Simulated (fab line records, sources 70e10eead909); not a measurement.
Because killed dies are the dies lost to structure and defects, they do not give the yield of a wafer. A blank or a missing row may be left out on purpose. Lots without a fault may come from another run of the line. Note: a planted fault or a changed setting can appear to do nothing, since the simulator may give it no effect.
Problem report, 8D (eight disciplines) form, completed by code || flow nand_harc || the parts of the form that need people (team, actions taken, sign-off) are left out

== 1. THE PROBLEM ==
At NHARC_END_SORT_01, sort_bin_3_pct averages 2.71 % over 3 wafers from 3 lots, while fault-free wafers read 0.19 %, standard deviation 0.18. That is +14 standard deviations from the usual mean.
First seen on wafer L197.1, day 23 21:20, on prober-02. Wafers with a number at this step in the record: 11, from 4 lots. By rule, "out" or "out of limits" means more than 4 standard deviations away from the usual mean. All remaining wafers that have a number are taken as sound.

== 2. WHAT IT IS AND WHAT IT IS NOT ==
{"question": "which readings at this step", "is": "sort_bin_3_pct, defect_limited_yield, killed_at_array, killed_dies, sort_bin_2_pct, sort_n_pass, sort_rim_yield_pct, sort_yield_pct", "is not": "killed_at_other, killed_at_periphery, killed_open, killed_short"}
{"question": "which lots", "is": "L194, L196, L197", "is not": "L198"}
{"question": "which wafers of those lots", "is": "L194.3, L196.6, L197.1", "is not": "L194.2, L194.4, L196.1, L196.5, L197.4, L197.6"}
{"question": "read on which gauges", "is": "prober-01, prober-02", "is not": "-"}
{"question": "when", "is": "from day 23 21:20", "is not": "up to then (0 sound wafers); but 8 sound wafers of L194, L196, L197, L198 came after"}

== 3. THE SUSPECTS, EACH WITH WHAT RULES IT OUT ==
Counting: any tool at a process step up to the reading remains a suspect provided it ran every lot that is out. Sound lots after the first of them don't rule it out here, since some wafers of a struck lot are sound.
- the gauge at NHARC_END_SORT_01: ruled out. 2 gauges (prober-01, prober-02) read the wafers that are out.
- pvd_sputter-01 at NHARC_A_M1_PRE_CLEAN_30 (time 30 s): kept. It ran every lot that is out, first L194 (day 22 06:18).
- pvd_sputter-02 at NHARC_THIN_TSV_PVD_51 (deposits Cu, target thk 100 nm): kept. It ran every lot that is out, first L197 (day 23 21:20). Because NHARC_THIN_TSV_PVD_51 lacks a start for some lots, the hours and order of its lots are taken from NHARC_END_SORT_01.
The count leaves pvd_sputter-02 at NHARC_THIN_TSV_PVD_51 and pvd_sputter-01 at NHARC_A_M1_PRE_CLEAN_30.

== 4. THE CAUSE (what the simulator had put in) ==
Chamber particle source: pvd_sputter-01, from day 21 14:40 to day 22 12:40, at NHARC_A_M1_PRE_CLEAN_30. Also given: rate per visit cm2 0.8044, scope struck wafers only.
After counting, 2 suspects remain, this tool included.

== 5. SEQUENCE OF EFFECTS, ordered by route ==
One row per reading whose mean, taken over the struck wafers that have a number, lies over 3 standard deviations from the usual. Only readings for which the record gives a usual standard deviation are gone through. hours: the time from each lot's start at the first step in this table that gives one to its start at this step, as a median over the lots. sigmas: the change in usual standard deviations.
{"hours": 0, "step": "NHARC_END_SORT_01", "reading": "defect_limited_yield", "usual": "96.0 %", "on struck wafers": 85.7, "change": -10.3, "sigmas": -7.9}
{"hours": 0, "step": "NHARC_END_SORT_01", "reading": "killed_at_array", "usual": 24, "on struck wafers": 93, "change": "+69", "sigmas": "+8.3"}
{"hours": 0, "step": "NHARC_END_SORT_01", "reading": "killed_dies", "usual": 27, "on struck wafers": 97, "change": "+70", "sigmas": "+8.1"}
{"hours": 0, "step": "NHARC_END_SORT_01", "reading": "sort_bin_2_pct", "usual": "1.3 %", "on struck wafers": 6.6, "change": "+5.3", "sigmas": "+9.5"}
{"hours": 0, "step": "NHARC_END_SORT_01", "reading": "sort_bin_3_pct", "usual": "0.19 %", "on struck wafers": 2.71, "change": "+2.52", "sigmas": "+14"}
{"hours": 0, "step": "NHARC_END_SORT_01", "reading": "sort_n_pass", "usual": 650, "on struck wafers": 580, "change": -70, "sigmas": -8.1}
{"hours": 0, "step": "NHARC_END_SORT_01", "reading": "sort_rim_yield_pct", "usual": "96.1 %", "on struck wafers": 83.7, "change": -12.4, "sigmas": -5.4}
{"hours": 0, "step": "NHARC_END_SORT_01", "reading": "sort_yield_pct", "usual": "96.0 %", "on struck wafers": 85.7, "change": -10.3, "sigmas": -7.9}

== 6. WHAT WOULD HAVE CAUGHT IT SOONER ==
Counted from the fault's start at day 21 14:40, it took 55 hours until the first out-of-limits reading at a measuring or inspecting step in this record, taken at day 23 21:20.
No tool reading at NHARC_A_M1_PRE_CLEAN_30 that has a usual standard deviation in the record was out on any struck wafer, so an alarm limit of 4 standard deviations on those readings would not have fired.
By day 23 21:20, every lot that is out (3) had started NHARC_A_M1_PRE_CLEAN_30 on pvd_sputter-01. None of them would have been spared by holding the tool at that moment.
